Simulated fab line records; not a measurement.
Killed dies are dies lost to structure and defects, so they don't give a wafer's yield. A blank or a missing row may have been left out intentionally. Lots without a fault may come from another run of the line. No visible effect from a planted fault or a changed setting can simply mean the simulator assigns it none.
fab line records | flow n5-finfet | part 2 of 2: steps 26 to 38 of 38
record: lots: 5 | wafers: 15 | last-day: 18
route steps=1938 shown MIM_TOP_LITHO@1843 MIM_TOP_ETCH@1851 MIM_BOT_LITHO@1854 MIM_BOT_ETCH@1866 PASS1_CAP@1873 TV_LITHO@1875
lots with no fault: from the same line, run without faults
start-h: hours from the record's opening day to when the first of the lot's shown wafers began | wait-h: time in hours since the lot's previous step | " identical to the entry in the row above | L1.1+2: a single row standing in for several wafers | - no value, or no start was given | * or withheld: withheld | < > ~ a bound
route shown NAME@n: names a module that has steps shown in the file, with the first one's number in the route | usual: mean/standard deviation taken from wafers without a fault | same: alike in all rows | chamber/n: place in a boat | sites: the reading at each site | _std_site: their standard deviation | _edge_site: outer sites' mean less inner sites' | radius-mm: for every site, how far away it sits from the centre of the wafer | mask NAME#n: copy n | behind: the tool/chamber that last shaped the wafer | hold: the reason the lot was held/the length of the hold in hours/how it ended | device: the n, p or np transistor that did not switch | end of line: at the end of the route, the tests of the same wafers | a step without rows: its recipe alone | killed: dies that structure and defects cost at the first sort, which is not the same as the wafer's yield | map: per-die view of a wafer (x killed, . not killed, _ where there is no die)
set.NAME: the setting as run; set.NAME@STEP: as run at that earlier step | model.NAME: the simulator's own value behind a step, which no gauge read
lots at selected steps of the route; one table per step, one row per wafer
services: from which hour (start-h, from the record's first day; less than 0 if before it) a tool's chamber was out of use, for how many hours, and why
== steps ==
step: N5_MIM_BOT_ETCH_ETCH_00
recipe: chemistry: Cl2/BCl3 | target: TiN | target-depth-a: 455 | ion-energy-ev: 150 | pressure-mtorr: 10 | icp-w: 1000 | bias-w: 126 | Cl2_flow_sccm: 53.25 | bcl3-flow-sccm: 21.75 | Ar_flow_sccm: 25
usual: drypump-motor-current-A: 6.0/0.39 | oes-product-au: 0.80/0.13 | throttle-valve-pct: 21.9/0.33
lot.wafer | tool         | chamber | start-h | wait-h | drypump-motor-current-A | oes-product-au | rf-hours-counter-h | throttle-valve-pct
L078.1    | rie-metal-03 | 1       | 299.82  | 0.1    | 5.6                     | 0.72           | 68                 | 22.3
L078.2    | "            | 1       | "       | "      | 5.6                     | 0.72           | -                  | 22.4
L078.6    | "            | 1       | "       | "      | 5.6                     | 0.72           | -                  | 22.3
L090.1    | rie-metal-03 | 0       | 372.46  | 0.1    | 6.6                     | 0.95           | 7                  | 21.6
L090.5    | "            | 0       | "       | "      | 6.6                     | 0.94           | -                  | 21.6
L090.6    | "            | 1       | "       | "      | 5.5                     | 0.70           | -                  | 22.4
L091.2    | rie-metal-03 | 1       | 374.67  | 0.1    | 5.6                     | 0.70           | 77                 | 22.4
L091.3    | "            | 1       | "       | "      | 5.6                     | 0.71           | -                  | 22.4
L091.4    | "            | 0       | "       | "      | 6.6                     | 0.93           | -                  | 21.6
L095.1    | rie-metal-03 | 1       | 406.06  | 0.1    | 5.6                     | 0.70           | 80                 | 22.4
L095.2    | "            | 0       | "       | "      | 6.6                     | 0.92           | 10                 | 21.6
L095.4    | "            | 1       | "       | "      | 5.5                     | 0.70           | -                  | 22.4
L097.1    | rie-metal-01 | 1       | 423.44  | 0.1    | 6.5                     | 0.92           | 12                 | 21.4
L097.5    | "            | 0       | "       | "      | 6.0                     | 0.73           | -                  | 21.7
L097.6    | "            | 1       | "       | "      | 6.4                     | 0.91           | -                  | 21.4
step: N5_MIM_BOT_ETCH_STRIP_01
recipe: chemistry: O2 | power-w: 600 | temp-c: 60 | pressure-mtorr: 30 | rf-frequency-hz: 6e+07 | bias-power-w: 0 | overash-fraction: 0.5 | o2-flow-sccm: 225
usual: drypump-motor-current-A: 5.5/0.35 | oes-product-au: 0.81/0.11 | rf-vpp-V: 3.8/1.3 | showerhead-plenum-p-Torr: 2.13/0.055 | throttle-valve-pct: 16.65/0.23
lot.wafer | tool        | chamber | start-h | wait-h | drypump-motor-current-A | oes-product-au | rf-hours-counter-h | rf-vpp-V | showerhead-plenum-p-Torr | throttle-valve-pct
L078.1    | rie-diel-06 | 1       | 300.08  | 0.2    | 5.6                     | 0.69           | 242                | 2.7      | 2.17                     | 16.73
L078.2    | "           | 0       | "       | "      | 5.2                     | 0.73           | 175                | 3.7      | 2.17                     | 16.90
L078.6    | "           | 3       | "       | "      | 5.6                     | 0.85           | -                  | 6.7      | 2.03                     | 16.69
L090.1    | rie-diel-06 | 3       | 372.89  | 0.4    | 5.7                     | 0.83           | 92                 | 4.2      | 2.02                     | 16.73
L090.5    | "           | 1       | "       | "      | 5.6                     | 0.91           | -                  | 6.1      | 2.16                     | 16.34
L090.6    | "           | 0       | "       | "      | 5.2                     | 0.71           | -                  | 5.8      | 2.16                     | 16.98
L091.2    | rie-diel-02 | 3       | 374.81  | 0.1    | 5.8                     | 0.69           | 216                | 2.5      | 2.07                     | 16.93
L091.3    | "           | 2       | "       | "      | 5.5                     | 0.93           | 36                 | 2.9      | 2.16                     | 16.58
L091.4    | "           | 1       | "       | "      | 5.7                     | 0.94           | 9                  | 4.1      | 2.16                     | 16.52
L095.1    | rie-diel-02 | 3       | 406.38  | 0.3    | 5.9                     | 0.70           | 226                | 6.2      | 2.07                     | 16.95
L095.2    | "           | 0       | "       | "      | 5.2                     | 0.80           | 113                | 6.7      | 2.20                     | 16.80
L095.4    | "           | 2       | "       | "      | 5.5                     | 0.90           | 46                 | 3.0      | 2.16                     | 16.56
L097.1    | rie-diel-01 | 0       | 423.58  | 0.1    | 5.6                     | 0.87           | 65                 | 4.1      | 2.12                     | 16.19
L097.5    | "           | 0       | "       | "      | 5.6                     | 0.87           | -                  | 3.5      | 2.12                     | 16.21
L097.6    | "           | 1       | "       | "      | 6.1                     | 0.73           | -                  | 4.8      | 2.08                     | 16.71
step: N5_MIM_BOT_ETCH_STRIP_02
recipe: chemistry: post-etch-residue-remover | time-s: 1200 | temp-c: 72.5
usual: bath-guard-temp-C: 72.6/0.44
lot.wafer | tool         | chamber | start-h | wait-h | bath-guard-temp-C
L078.1    | wet-bench-02 | 2       | 300.15  | -      | 73.3
L078.2    | "            | 5       | "       | "      | 72.4
L078.6    | "            | 4       | "       | "      | 72.8
L090.1    | wet-bench-02 | 7       | 373.05  | -      | 72.5
L090.5    | "            | 6       | "       | "      | 72.8
L090.6    | "            | 5       | "       | "      | 72.3
L091.2    | wet-bench-06 | 1       | 374.88  | -      | 72.3
L091.3    | "            | 7       | "       | "      | 72.9
L091.4    | "            | 4       | "       | "      | 72.7
L095.1    | wet-bench-06 | 4       | 406.45  | -      | 72.6
L095.2    | "            | 5       | "       | "      | 71.8
L095.4    | "            | 1       | "       | "      | 72.2
L097.1    | wet-bench-05 | 6       | 423.65  | -      | 72.9
L097.5    | "            | 0       | "       | "      | 72.0
L097.6    | "            | 2       | "       | "      | 73.3
step: N5_MIM_BOT_ETCH_CLEAN_05
recipe: chemistry: IPA | time-s: 180 | temp-c: 25
lot.wafer  | tool         | chamber | start-h | wait-h
L078.1+2+6 | wet-bench-02 | 2,5,4   | 300.48  | 0.0
L090.1+5+6 | wet-bench-02 | 7,6,5   | 373.38  | 0.0
L091.2+3+4 | wet-bench-06 | 1,7,4   | 375.21  | 0.0
L095.1+2+4 | wet-bench-06 | 4,5,1   | 406.78  | 0.0
L097.1+5+6 | wet-bench-05 | 6,0,2   | 423.98  | 0.0
step: N5_MIM_BOT_ETCH_SRD_06
recipe: dry: ipa-marangoni | time-s: 30 | temp-c: 23 | rinse-liquid: diw
lot.wafer  | tool         | chamber | start-h | wait-h
L078.1+2+6 | wet-bench-02 | 2,5,4   | 300.54  | 0.0
L090.1+5+6 | wet-bench-02 | 7,6,5   | 373.43  | 0.0
L091.2+3+4 | wet-bench-06 | 1,7,4   | 375.27  | 0.0
L095.1+2+4 | wet-bench-06 | 4,5,1   | 406.83  | 0.0
L097.1+5+6 | wet-bench-05 | 6,0,2   | 424.04  | 0.0
step: N5_PASSIVATION_PECVD_55
recipe: material: SiO2 | target-thk-a: 4000 | temp-c: 400 | precursor: SiH4/N2O | pressure-torr: 2.7 | rf-w: 608 | time-s: 22.5
usual: heater-power-w: 665/80 | showerhead-plenum-p-Torr: 8.17/0.13 | throttle-valve-pct: 50.6/2.8
lot.wafer | tool     | chamber | start-h | wait-h | heater-power-w | showerhead-plenum-p-Torr | throttle-valve-pct
L078.1    | pecvd-03 | 1       | 300.58  | 0.0    | 631            | 8.10                     | 51.2
L078.2    | "        | 0       | "       | "      | 718            | 8.29                     | 50.5
L078.6    | "        | 0       | "       | "      | 742            | 8.32                     | 50.6
L090.1    | pecvd-02 | 1       | 373.48  | 0.0    | 764            | 7.93                     | 56.0
L090.5    | "        | 2       | "       | "      | 750            | 8.21                     | 45.8
L090.6    | "        | 0       | "       | "      | 672            | 8.32                     | 50.8
L091.2    | pecvd-02 | 2       | 375.31  | 0.0    | 793            | 8.20                     | 45.7
L091.3    | "        | 1       | "       | "      | 732            | 7.94                     | 55.7
L091.4    | "        | 0       | "       | "      | 748            | 8.33                     | 51.4
L095.1    | pecvd-03 | 2       | 406.88  | 0.0    | 522            | 8.11                     | 49.7
L095.2    | "        | 0       | "       | "      | 638            | 8.30                     | 50.5
L095.4    | "        | 2       | "       | "      | 562            | 8.13                     | 50.0
L097.1    | pecvd-02 | 0       | 424.08  | 0.0    | 728            | 8.33                     | 51.3
L097.5    | "        | 1       | "       | "      | 719            | 7.94                     | 55.8
L097.6    | "        | 2       | "       | "      | 638            | 8.20                     | 45.7
step: N5_PASSIVATION_PECVD_01
recipe: material: SiNx | target-thk-a: 2000 | temp-c: 400 | precursor: SiH4/NH3/N2 | pressure-torr: 4.9 | rf-w: 1406 | time-s: 43.2
usual: heater-power-w: 385/70 | showerhead-plenum-p-Torr: 8.68/0.088 | throttle-valve-pct: 28.6/1.5
lot.wafer | tool     | chamber | start-h | wait-h | heater-power-w | showerhead-plenum-p-Torr | throttle-valve-pct
L078.1    | pecvd-03 | 1       | 300.62  | 0.0    | 373            | 8.62                     | 28.9
L078.2    | "        | 0       | "       | "      | 323            | 8.79                     | 28.6
L078.6    | "        | 0       | "       | "      | 349            | 8.77                     | 28.6
L090.1    | pecvd-02 | 1       | 373.52  | 0.0    | 387            | 8.51                     | 31.5
L090.5    | "        | 2       | "       | "      | 527            | 8.71                     | 26.0
L090.6    | "        | 0       | "       | "      | 479            | 8.77                     | 29.0
L091.2    | pecvd-02 | 2       | 375.35  | 0.0    | 415            | 8.69                     | 26.1
L091.3    | "        | 1       | "       | "      | 344            | 8.52                     | 31.5
L091.4    | "        | 0       | "       | "      | 365            | 8.78                     | 28.9
L095.1    | pecvd-03 | 2       | 406.92  | 0.0    | 325            | 8.66                     | 28.3
L095.2    | "        | 0       | "       | "      | 450            | 8.74                     | 28.1
L095.4    | "        | 2       | "       | "      | 329            | 8.66                     | 28.3
L097.1    | pecvd-02 | 0       | 424.12  | 0.0    | 487            | 8.79                     | 28.9
L097.5    | "        | 1       | "       | "      | 386            | 8.51                     | 31.4
L097.6    | "        | 2       | "       | "      | 446            | 8.70                     | 26.0
step: N5_PASSIVATION_HMDS_03
recipe: time-s: 60 | temp-c: 120
lot.wafer  | tool           | chamber | start-h | wait-h
L078.1+2+6 | litho-track-01 | 0       | 305.91  | 5.3
L090.1+5+6 | litho-track-04 | 0       | 377.64  | 4.1
L091.2+3+4 | litho-track-04 | 0       | 377.94  | 2.6
L095.1+2+4 | litho-track-01 | 0       | 409.55  | 2.6
L097.1+5+6 | litho-track-03 | 0       | 425.58  | 1.4
step: N5_PASSIVATION_COAT_04
recipe: spin-rpm: * | resist-thk-nm: *
lot.wafer  | tool           | chamber | start-h | wait-h
L078.1+2+6 | litho-track-01 | 0       | -       | -
L090.1+5+6 | litho-track-04 | 0       | -       | -
L091.2+3+4 | litho-track-04 | 0       | -       | -
L095.1+2+4 | litho-track-01 | 0       | -       | -
L097.1+5+6 | litho-track-03 | 0       | -       | -
step: N5_PASSIVATION_EBR_06
recipe: solvent: PGMEA | ebr-width-mm: 1.5
lot.wafer  | tool           | chamber | start-h | wait-h
L078.1+2+6 | litho-track-01 | 0       | -       | -
L090.1+5+6 | litho-track-04 | 0       | -       | -
L091.2+3+4 | litho-track-04 | 0       | -       | -
L095.1+2+4 | litho-track-01 | 0       | -       | -
L097.1+5+6 | litho-track-03 | 0       | -       | -
step: N5_PASSIVATION_SOFTBAKE_05
recipe: temp-c: 100 | time-s: 90
lot.wafer  | tool           | chamber | start-h | wait-h
L078.1+2+6 | litho-track-01 | 0       | -       | -
L090.1+5+6 | litho-track-04 | 0       | -       | -
L091.2+3+4 | litho-track-04 | 0       | -       | -
L095.1+2+4 | litho-track-01 | 0       | -       | -
L097.1+5+6 | litho-track-03 | 0       | -       | -
step: N5_PASSIVATION_EXPOSE_07
recipe: mask-id: TV | na: 0.55 | source-shape: conventional | sigma-outer: 0.8 | polarization: unpolarized | defocus-nm: 0 | target-cd-nm: 3000 | dose-mj: 22.75
same: sigma-outer: 0.8
lot.wafer  | tool           | chamber | start-h | wait-h | mask
L078.1+2+6 | krf-scanner-02 | 0       | 306.14  | -      | TV#0
L090.1+5+6 | krf-scanner-01 | 0       | 377.87  | -      | TV#0
L091.2+3+4 | krf-scanner-02 | 0       | 378.18  | -      | TV#0
L095.1+2+4 | krf-scanner-01 | 0       | 409.66  | -      | TV#0
L097.1+5+6 | krf-scanner-01 | 0       | 425.81  | -      | TV#0
step: N5_PASSIVATION_PEB_08
recipe: peb-temp-c: withheld | peb-time-s: *
lot.wafer  | tool           | chamber | start-h | wait-h
L078.1+2+6 | litho-track-04 | 0       | 306.20  | 0.1
L090.1+5+6 | litho-track-01 | 0       | 377.93  | 0.1
L091.2+3+4 | litho-track-01 | 0       | 378.23  | 0.0
L095.1+2+4 | litho-track-03 | 0       | 409.72  | 0.1
L097.1+5+6 | litho-track-04 | 0       | 425.87  | 0.1
== services ==
tool           | chamber | start-h | hours | kind
rie-metal-01   | 1       | 275.41  | 2.2   | repair
rie-diel-06    | -       | 275.56  | 1.1   | repair
rie-diel-04    | 1       | 284.76  | 2.5   | repair
krf-scanner-02 | -       | 290.67  | 1.4   | repair
krf-scanner-01 | -       | 292.07  | 0.8   | pm
rie-diel-06    | 2       | 292.86  | 4.8   | repair
krf-scanner-02 | -       | 293.50  | 1.3   | pm
rie-metal-01   | -       | 309.72  | 14.6  | pm
rie-diel-02    | 1       | 313.80  | 7.5   | repair
rie-diel-02    | 0       | 323.72  | 4.4   | repair
krf-scanner-01 | -       | 324.16  | 1.3   | pm
rie-diel-04    | 3       | 324.90  | 6.0   | repair
rie-diel-01    | 2       | 327.50  | 8.7   | repair
krf-scanner-01 | -       | 328.22  | 8.8   | repair
rie-diel-02    | 0       | 340.03  | 5.2   | repair
rie-diel-05    | 2       | 342.02  | 12.7  | repair
rie-diel-02    | 2       | 346.42  | 8.7   | repair
wet-bench-06   | -       | 363.39  | 2.1   | repair
krf-scanner-02 | -       | 380.58  | 0.8   | pm
pecvd-03       | 1       | 381.12  | 6.1   | repair
krf-scanner-02 | -       | 388.09  | 0.4   | repair
pecvd-02       | -       | 390.88  | 2.7   | repair
krf-scanner-02 | -       | 397.86  | 1.0   | pm
pecvd-03       | -       | 417.53  | 6.0   | pm
